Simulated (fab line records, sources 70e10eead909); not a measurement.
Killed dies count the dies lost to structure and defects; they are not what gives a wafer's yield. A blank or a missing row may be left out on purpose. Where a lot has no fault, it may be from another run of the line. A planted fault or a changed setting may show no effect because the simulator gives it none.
What tool caused it? -- flow nandHarc -- Sampling: 13 lots, 39 wafers, 5 of 1159 route steps

## WHAT THE GAUGES SHOWED, per wafer
NHARC_END_SORT_01. Usual: killedAtArray 29, standard deviation 11; killedAtOther 0.7, standard deviation 1.1; killedAtPeriphery 3.1, standard deviation 2; killedDies 33, standard deviation 11; killedOpen 3.5, standard deviation 1.8; killedShort 2.0, standard deviation 1.4.
lot,measured,on,killedAtArray,killedAtOther,killedAtPeriphery,killedDies,killedOpen,killedShort,flag
L360,day 21 20:29,prober-02,671 674 673,0 0 0,6 3 4,677 677 677,2 1 2,1 1 1,OFF
L361,day 21 17:22,prober-01,677 675 674,0 0 0,0 2 3,677 677 677,7 1 8,1 0 0,OFF
L366,day 22 15:48,prober-02,28 34 39,0 0 1,2 1 0,30 35 40,3 3 2,3 5 4,
L371,day 24 09:32,prober-02,19 8 15,2 0 1,2 0 2,23 8 18,5 1 1,3 1 1,
L370,day 24 04:03,prober-01,49 54 40,0 0 4,5 1 2,54 55 46,2 3 3,2 2 2,
L372,day 24 17:19,prober-02,33 32 48,1 1 1,3 2 3,37 35 52,6 3 2,2 1 4,
L373,day 24 10:14,prober-01,40 37 47,2 1 2,0 2 0,42 40 49,0 6 5,3 2 1,
L374,day 24 02:35,prober-02,21 18 29,2 0 1,2 4 4,25 22 34,4 4 4,2 0 2,
L375,day 24 18:05,prober-01,15 23 23,0 0 0,4 4 1,19 27 24,2 2 0,2 3 5,

## TOOL THAT RAN EACH LOT (tool first, then ch and the chambers of the sampled wafers, then the start)
lot,NHARC_A_STAIRCASE_HM_DEP_462,NHARC_A_STAIRCASE_ALD_415,NHARC_A_STAIRCASE_ETCHBACK_416,NHARC_A_STAIRCASE_DEP_151
L353,"aclDep-02 ch 0, day 11 19:12","aldHk-02 ch 1,2,3, day 12 01:16","rieDiel-02 ch 0,2, day 12 15:12 or earlier","pecvd-01 ch 0,2, day 12 15:12"
L354,"aclDep-01 ch 0, day 12 18:46","aldHk-01 ch 0,1, day 12 22:59","rieDiel-02 ch 0,3, day 13 13:34 or earlier","pecvd-04 ch 0,2, day 13 13:34"
L360,"aclDep-01 ch 0, day 13 18:34","aldHk-04 ch 0,1,3, day 13 23:06","rieDiel-02 ch 1,2,3, day 14 14:02 or earlier","pecvd-02 ch 0,1, day 14 14:02"
L361,"aclDep-01 ch 0, day 13 20:41","aldHk-02 ch 0,3, day 14 00:47","rieDiel-11 ch 0,3, day 14 14:13 or earlier","pecvd-04 ch 0,1, day 14 14:13"
L366,"aclDep-01 ch 0, day 14 14:28","aldHk-04 ch 1,2,3, day 14 19:08","rieDiel-05 ch 1,2,3, day 15 09:56 or earlier","pecvd-04 ch 0,1,2, day 15 09:56"
L365,"aclDep-01 ch 0, day 15 06:46","aldHk-01 ch 0,2,3, day 15 11:35","rieDiel-02 ch 0,1,3, day 15 15:00","pecvd-02 ch 0,1,2, day 16 03:12"
L367,"aclDep-02 ch 0, day 15 10:52","aldHk-02 ch 0,1,3, day 15 15:56","rieDiel-05 ch 1,3, day 16 03:18 or earlier","pecvd-04 ch 1,2, day 16 03:18"
L371,"aclDep-01 ch 0, day 16 00:32","aldHk-01 ch 0,3, day 16 05:35","rieDiel-05 ch 0,1,3, day 16 17:36 or earlier","pecvd-02 ch 0, day 16 17:36"
L370,"aclDep-02 ch 0, day 16 02:20","aldHk-01 ch 1,2,3, day 16 07:49","rieDiel-02 ch 0,1, day 16 23:32 or earlier","pecvd-02 ch 0,2, day 16 23:32"
L372,"aclDep-02 ch 0, day 16 10:02","aldHk-01 ch 1,2, day 16 15:50","rieDiel-05 ch 1,3, day 17 06:08 or earlier","pecvd-02 ch 1,2, day 17 06:08"
L373,"aclDep-03 ch 0, day 16 10:13","aldHk-04 ch 1,2,3, day 16 17:08","rieDiel-02 ch 0,1,2, day 17 06:08 or earlier","pecvd-04 ch 0,1,2, day 17 06:08"
L374,"aclDep-03 ch 0, day 16 13:52","aldHk-04 ch 0,2,3, day 16 19:11","rieDiel-02 ch 1,2, day 17 06:09 or earlier","pecvd-01 ch 0,2, day 17 06:09"
L375,"aclDep-03 ch 0, day 17 03:34","aldHk-04 ch 1,3, day 17 08:13","rieDiel-05 ch 1,2,3, day 17 22:55 or earlier","pecvd-01 ch 0,2, day 17 22:55"
- NHARC_A_STAIRCASE_HM_DEP_462: deposits aC, target thk 800 nm.
- NHARC_A_STAIRCASE_ALD_415: deposits SiO2, target thk 30 nm, pulse time 6 s, ald cycles 300.
- NHARC_A_STAIRCASE_ETCHBACK_416: etches the open film in C4F8/O2/Ar, target depth 36 nm, time 7.2 s.
- NHARC_A_STAIRCASE_DEP_151: deposits SiO2, target thk 3800 nm.

## AS READ BY THE TOOLS THEMSELVES (means over the sampled wafers that have a number; for cases with no such wafer, the mark the record gives instead)
NHARC_A_STAIRCASE_HM_DEP_462. Usual: 34.999 % for throttleValvePct, sd 0.0097.
lot,tool,throttleValvePct (%),flag
L353,aclDep-02,35.002,
L354,aclDep-01,34.997,
L360,aclDep-01,34.999,
L361,aclDep-01,34.988,
L366,aclDep-01,34.989,
L365,aclDep-01,35.000,
L367,aclDep-02,35.006,
L371,aclDep-01,35.006,
L370,aclDep-02,34.996,
L372,aclDep-02,35.005,
L373,aclDep-03,34.996,
L374,aclDep-03,35.009,
L375,aclDep-03,34.986,

NHARC_A_STAIRCASE_ALD_415. Usual: heaterPowerOuterW 261 W, standard deviation 27; heaterPowerW 469 W, standard deviation 33; precursorPulseHeightRel 0.998, standard deviation 0.02.
lot,tool,heaterPowerOuterW (W),heaterPowerW (W),precursorPulseHeightRel,flag
L353,aldHk-02,247,460,1.007,
L354,aldHk-01,234,457,1.001,
L360,aldHk-04,-,-,-,OFF
L361,aldHk-02,-,-,-,OFF
L366,aldHk-04,260,465,0.989,
L365,aldHk-01,279,499,0.998,
L367,aldHk-02,256,455,1.010,
L371,aldHk-01,267,491,1.003,
L370,aldHk-01,280,489,1.003,
L372,aldHk-01,265,485,1.009,
L373,aldHk-04,261,471,0.988,
L374,aldHk-04,245,458,0.996,
L375,aldHk-04,274,456,0.979,

NHARC_A_STAIRCASE_ETCHBACK_416. Usual: oesProductAu 0.94 a.u., standard deviation 0.032; rfVppV 722 V, standard deviation 4.1.
lot,tool,oesProductAu (a.u.),rfVppV (V),flag
L353,rieDiel-02,0.94,716,
L354,rieDiel-02,0.93,722,
L360,rieDiel-02,0.93,720,
L361,rieDiel-11,0.92,725,
L366,rieDiel-05,0.92,725,
L365,rieDiel-02,0.93,726,
L367,rieDiel-05,1.00,726,
L371,rieDiel-05,1.00,723,
L370,rieDiel-02,0.94,725,
L372,rieDiel-05,0.92,726,
L373,rieDiel-02,0.93,723,
L374,rieDiel-02,0.92,717,
L375,rieDiel-05,1.00,725,

NHARC_A_STAIRCASE_DEP_151. Usual: heaterPowerOuterW 387 W, standard deviation 51; heaterPowerW 680 W, standard deviation 71.
lot,tool,heaterPowerOuterW (W),heaterPowerW (W),flag
L353,pecvd-01,418,695,
L354,pecvd-04,389,682,
L360,pecvd-02,395,695,
L361,pecvd-04,351,666,
L366,pecvd-04,386,719,
L365,pecvd-02,411,700,
L367,pecvd-04,416,735,
L371,pecvd-02,347,580,
L370,pecvd-02,338,573,
L372,pecvd-02,369,679,
L373,pecvd-04,480,817,
L374,pecvd-01,388,643,
L375,pecvd-01,407,680,

## THE ANSWER, worked out from the rows above alone
Rule: lot off if the mean of its wafers having a number is beyond 3 standard deviations from the usual mean. Also off: a lot with no number at a reading for which 4 or more lots have one. Where the step has rows for the other lots, those lots are counted as sound. After the gauges, taken in route order, come the tools' own readings; for these a lot's mean is taken, as printed above. The first step at which some lot is off is used, and at that step the reading that is off furthest; a lot without a number counts as furthest.
Off: L360, L361 (NHARC_END_SORT_01, killedAtArray). Neither off nor sound, because the step has no rows for them: L353, L354, L365, L367.
If a tool, at a process step before that reading, ran all the lots that are off and no sound lot after the first of them, it fits. The gauges at NHARC_END_SORT_01 aren't tried: what is off there is off at NHARC_A_STAIRCASE_ALD_415 too, on other tools, and a gauge's error can't cause that. Because NHARC_A_STAIRCASE_ETCHBACK_416 lacks a start for some lots, the hours and order of its lots are taken from NHARC_A_STAIRCASE_DEP_151. Not one of the candidates tried fits.

## WHAT THE SIMULATOR HAD INSERTED
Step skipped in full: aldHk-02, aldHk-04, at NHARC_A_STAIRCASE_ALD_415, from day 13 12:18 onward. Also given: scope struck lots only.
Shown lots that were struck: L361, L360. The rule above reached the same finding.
